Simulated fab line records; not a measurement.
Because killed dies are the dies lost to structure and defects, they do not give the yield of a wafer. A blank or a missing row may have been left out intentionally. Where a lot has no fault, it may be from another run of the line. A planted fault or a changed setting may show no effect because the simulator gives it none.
Which tool did it? | flow n5-finfet | Sampling: 10 lots, 30 wafers, 5 of 1938 route steps

== WHAT THE GAUGES READ, wafer by wafer ==
The record holds no reading of a measuring or inspecting step that can be judged against a usual standard deviation.

== WHICH TOOL RAN EACH LOT (tool, then ch and the chambers of the sampled wafers, then the start) ==
lot  | N5_FIN_SAQP_ETCH_65             | N5_FIN_SAQP_SPACER2_ETCHBACK_29   | N5_FIN_SAQP_MANDREL2_REMOVE_60  | N5_FIN_SAQP_ETCH_34               | N5_PASSIVATION_PROBE_49
L991 | rie-si-01 ch 1,2,3, day 2 01:17 | rie-diel-05 ch 1,2, day 2 02:29   | rie-si-04 ch 0,1,2, day 2 02:35 | rie-diel-05 ch 0,3, day 2 02:48   | prober-01, day 14 14:28
L997 | rie-si-01 ch 0,1,2, day 3 12:43 | rie-diel-05 ch 1,2,3, day 3 14:03 | rie-si-01 ch 0,1,3, day 3 14:08 | rie-diel-03 ch 1,2,3, day 3 14:22 | prober-01, day 15 13:08
L998 | rie-si-02 ch 0,1,3, day 3 17:41 | rie-diel-01 ch 1,2, day 3 19:07   | rie-si-02 ch 0,2, day 3 19:12   | rie-diel-05 ch 0,2, day 3 19:26   | prober-02, day 15 10:07
L102 | rie-si-04 ch 0,2, day 4 20:17   | rie-diel-03 ch 0,3, day 4 22:42   | rie-si-04 ch 0,1, day 4 22:47   | rie-diel-03 ch 1,2,3, day 4 23:01 | prober-02, day 15 21:22
L103 | rie-si-01 ch 0,1, day 5 02:01   | rie-diel-03 ch 0,1,2, day 5 04:20 | rie-si-02 ch 1,3, day 5 04:25   | rie-diel-03 ch 2,3, day 5 04:39   | prober-01, day 17 10:20
L105 | rie-si-01 ch 1,2,3, day 5 11:35 | rie-diel-01 ch 1,2, day 5 12:47   | rie-si-02 ch 0,1,3, day 5 12:52 | rie-diel-05 ch 1,2,3, day 5 13:10 | prober-02, day 17 23:08
L107 | rie-si-02 ch 1,3, day 5 23:52   | rie-diel-03 ch 1,2, day 6 01:07   | rie-si-04 ch 1,2,3, day 6 01:12 | rie-diel-05 ch 0,1,2, day 6 01:26 | prober-01, day 17 19:53
L108 | rie-si-02 ch 1,2,3, day 6 06:06 | rie-diel-01 ch 1,3, day 6 07:19   | rie-si-04 ch 0,1,2, day 6 07:24 | rie-diel-05 ch 0,1,3, day 6 07:38 | prober-02, day 18 17:21
L110 | rie-si-04 ch 1,2, day 6 19:35   | rie-diel-05 ch 2,3, day 6 20:48   | rie-si-02 ch 1,2,3, day 6 20:53 | rie-diel-01 ch 1,3, day 6 21:10   | prober-01, day 19 12:38
L112 | rie-si-01 ch 0,1,3, day 7 06:02 | rie-diel-03 ch 1,3, day 7 07:14   | rie-si-04 ch 2,3, day 7 07:20   | rie-diel-03 ch 2,3, day 7 07:34   | prober-02, day 18 22:17
- N5_FIN_SAQP_ETCH_65: etches SiO2 in CF4, target depth 4 nm, time 4.4 s.
- N5_FIN_SAQP_SPACER2_ETCHBACK_29: etches SiO2 in CHF3/O2, target depth 12.2 nm, time 6.1 s.
- N5_FIN_SAQP_MANDREL2_REMOVE_60: chemistry HBr/Cl2/O2, target a-Si, stops on SiNx, bt time 10 s.
- N5_FIN_SAQP_ETCH_34: etches SiO2 in C4F6/O2, target depth 45 nm, time 15 s.
- N5_PASSIVATION_PROBE_49

== WHAT THE TOOLS THEMSELVES READ (means of the sampled wafers that have a number; where no wafer has one, the mark that the record gives instead) ==
N5_FIN_SAQP_ETCH_65.
lot  | tool      | chamber-pressure-mTorr (mTorr) | drypump-motor-current-A (A) | oes-product-au (a.u.) | rf-fwd-power-W (W) | throttle-valve-pct (%)
L991 | rie-si-01 | 9.997                          | 6.0                         | 0.990                 | 791                | 21.67
L997 | rie-si-01 | 10.004                         | 6.0                         | 0.994                 | 789                | 21.72
L998 | rie-si-02 | 10.000                         | 5.8                         | 1.009                 | 789                | 21.87
L102 | rie-si-04 | 9.994                          | 6.1                         | 1.004                 | 791                | 21.37
L103 | rie-si-01 | 10.001                         | 6.1                         | 0.989                 | 788                | 21.65
L105 | rie-si-01 | 10.009                         | 6.0                         | 0.991                 | 791                | 21.69
L107 | rie-si-02 | 10.003                         | 5.9                         | 0.994                 | 786                | 21.78
L108 | rie-si-02 | 10.000                         | 5.9                         | 1.001                 | 788                | 21.89
L110 | rie-si-04 | 10.001                         | 5.6                         | 1.014                 | 793                | 21.48
L112 | rie-si-01 | 10.007                         | 6.0                         | 0.983                 | 789                | 21.61

N5_FIN_SAQP_SPACER2_ETCHBACK_29.
lot  | tool        | chamber-pressure-mTorr (mTorr) | drypump-motor-current-A (A) | oes_o_777_au (a.u.) | oes-product-au (a.u.) | rf-vpp-V (V) | showerhead-plenum-p-Torr (Torr) | throttle-valve-pct (%)
L991 | rie-diel-05 | 29.990                         | 5.6                         | 0.78                | 0.78                  | 523          | 2.45                            | 18.99
L997 | rie-diel-05 | 30.021                         | 5.6                         | 0.78                | 0.79                  | 529          | 2.47                            | 18.98
L998 | rie-diel-01 | 29.999                         | 5.6                         | 0.89                | 0.88                  | 527          | 2.37                            | 18.73
L102 | rie-diel-03 | 29.993                         | 5.9                         | 0.71                | 0.71                  | 532          | 2.32                            | 18.74
L103 | rie-diel-03 | 29.994                         | 5.6                         | 0.78                | 0.78                  | 534          | 2.38                            | 18.93
L105 | rie-diel-01 | 30.002                         | 5.3                         | 0.76                | 0.77                  | 535          | 2.36                            | 18.85
L107 | rie-diel-03 | 29.980                         | 5.6                         | 0.77                | 0.76                  | 534          | 2.39                            | 19.04
L108 | rie-diel-01 | 30.008                         | 6.3                         | 0.94                | 0.93                  | 533          | 2.51                            | 19.01
L110 | rie-diel-05 | 30.012                         | 5.6                         | 0.83                | 0.81                  | 535          | 2.51                            | 18.83
L112 | rie-diel-03 | 30.004                         | 6.1                         | 0.79                | 0.79                  | 541          | 2.44                            | 18.75

N5_FIN_SAQP_MANDREL2_REMOVE_60.
lot  | tool      | HBr_flow_sccm (sccm) | chamber-pressure-mTorr (mTorr) | drypump-motor-current-A (A) | oes_o_777_au (a.u.) | oes-product-au (a.u.) | throttle-valve-pct (%)
L991 | rie-si-04 | 150.0                | 10.010                         | 5.8                         | 1.003               | 0.999                 | 36.4
L997 | rie-si-01 | 150.5                | 9.998                          | 6.0                         | 0.973               | 0.991                 | 36.4
L998 | rie-si-02 | 149.7                | 10.002                         | 5.7                         | 1.007               | 0.982                 | 37.1
L102 | rie-si-04 | 149.8                | 10.005                         | 5.4                         | 0.977               | 1.000                 | 36.5
L103 | rie-si-02 | 150.1                | 9.990                          | 6.1                         | 0.981               | 1.018                 | 37.1
L105 | rie-si-02 | 149.8                | 10.001                         | 5.8                         | 0.988               | 1.010                 | 37.0
L107 | rie-si-04 | 150.1                | 9.999                          | 5.3                         | 0.997               | 1.005                 | 36.5
L108 | rie-si-04 | 150.1                | 10.004                         | 5.8                         | 0.999               | 1.000                 | 36.4
L110 | rie-si-02 | 150.1                | 10.011                         | 6.0                         | 0.990               | 0.991                 | 37.1
L112 | rie-si-04 | 150.0                | 9.995                          | 5.3                         | 1.017               | 1.006                 | 36.6

N5_FIN_SAQP_ETCH_34.
lot  | tool        | chamber-pressure-mTorr (mTorr) | drypump-motor-current-A (A) | etch-rf-on-time-s (s) | oes_o_777_au (a.u.) | oes-product-au (a.u.) | rf-fwd-power-W (W) | rf-vpp-V (V) | showerhead-plenum-p-Torr (Torr) | throttle-valve-pct (%)
L991 | rie-diel-05 | 30.003                         | 5.5                         | 14.82                 | 0.81                | 0.69                  | 335.4              | 661          | 2.75                            | 21.26
L997 | rie-diel-03 | 29.995                         | 5.9                         | 14.80                 | 0.81                | 0.69                  | 337.1              | 684          | 2.86                            | 21.02
L998 | rie-diel-05 | 29.995                         | 5.6                         | 14.93                 | 0.90                | 0.77                  | 336.3              | 672          | 2.88                            | 20.96
L102 | rie-diel-03 | 30.003                         | 5.8                         | 14.96                 | 0.80                | 0.67                  | 336.1              | 684          | 2.85                            | 21.04
L103 | rie-diel-03 | 29.975                         | 5.9                         | 15.13                 | 0.72                | 0.61                  | 335.8              | 679          | 2.75                            | 21.10
L105 | rie-diel-05 | 30.012                         | 5.6                         | 15.33                 | 0.71                | 0.64                  | 309.3              | 704          | 2.92                            | 21.17
L107 | rie-diel-05 | 30.004                         | 5.6                         | 15.79                 | 0.73                | 0.66                  | 309.6              | 696          | 2.82                            | 21.17
L108 | rie-diel-05 | 30.001                         | 5.6                         | 15.54                 | 0.68                | 0.62                  | 308.2              | 694          | 2.80                            | 21.33
L110 | rie-diel-01 | 29.996                         | 6.3                         | 14.69                 | 0.95                | 0.78                  | 336.6              | 675          | 2.96                            | 21.23
L112 | rie-diel-03 | 29.992                         | 6.2                         | 14.82                 | 0.71                | 0.61                  | 337.0              | 683          | 2.78                            | 20.99

N5_PASSIVATION_PROBE_49.
lot  | tool      | killed_at_M0_to_M3 | killed_at_M4_up | killed-at-contacts | killed-at-front-end | killed-at-other | killed-dies | killed-on-rim | killed-open | killed-short
L991 | prober-01 | 28                 | 14              | 8                  | 60                  | 1               | 112         | 16            | 77          | 32
L997 | prober-01 | 40                 | 17              | 7                  | 34                  | 5               | 104         | 12            | 65          | 37
L998 | prober-02 | 28                 | 9               | 14                 | 45                  | 2               | 98          | 14            | 51          | 45
L102 | prober-02 | 34                 | 16              | 8                  | 56                  | 3               | 117         | 16            | 70          | 43
L103 | prober-01 | 31                 | 14              | 7                  | 61                  | 4               | 117         | 14            | 73          | 41
L105 | prober-02 | 29                 | 15              | 36                 | 44                  | 4               | 128         | 16            | 95          | 28
L107 | prober-01 | 35                 | 14              | 2                  | 48                  | 6               | 105         | 13            | 71          | 30
L108 | prober-02 | 33                 | 18              | 14                 | 47                  | 4               | 116         | 17            | 77          | 38
L110 | prober-01 | 40                 | 14              | 8                  | 31                  | 5               | 98          | 13            | 63          | 34
L112 | prober-02 | 31                 | 18              | 7                  | 38                  | 4               | 99          | 17            | 60          | 35

== THE ANSWER, worked out from the rows above alone ==
Rule: usual is defined by the lots themselves. The widest of any qualifying gaps counts: lots, ordered by their means at a reading, are off when they make up no more than a third of the lots, leave a main group of 4 or more, and stand apart from it by 3 or more times the standard deviation of that group's means. The tables above print the reading to a certain number of digits; a main group whose means all agree to those digits is not used. A lot without any number at a reading at which 4 lots or more have one is off too. Any other lot the step has rows for is counted as sound. Order of review: gauges by route order, followed by the tools' own readings, for which a lot's mean as printed above is used. The first step at which some lot is off is used, and at that step the reading that is off furthest; a lot without a number counts as furthest.
Off: L105, L107, L108 (N5_FIN_SAQP_ETCH_34, rf-fwd-power-W). Mean 336.3 W and standard deviation 0.57 in the main group.
A tool fits if, at that step or a process step before it, it ran every lot that is off, and no sound lot after the first of them. One candidate fits, namely rie-diel-05 at N5_FIN_SAQP_ETCH_34. A fault onset in the window from L998 (day 3 19:26, its last sound lot) to L105 (day 5 13:10, its first lot off) fits.
The tool's own readings at N5_FIN_SAQP_ETCH_34 bear it out: on the lots that are off they differ by more than 5 times the standard deviation of the sound lots' means. etch-rf-on-time-s reads 15.55 s there against 14.88 s on the sound lots; rf-fwd-power-W reads 309.0 W there against 336.3 W on the sound lots.

== WHAT THE SIMULATOR HAD PUT IN ==
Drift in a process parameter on rie-diel-05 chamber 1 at N5_FIN_SAQP_ETCH_34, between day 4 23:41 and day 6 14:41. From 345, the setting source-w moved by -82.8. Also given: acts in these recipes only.
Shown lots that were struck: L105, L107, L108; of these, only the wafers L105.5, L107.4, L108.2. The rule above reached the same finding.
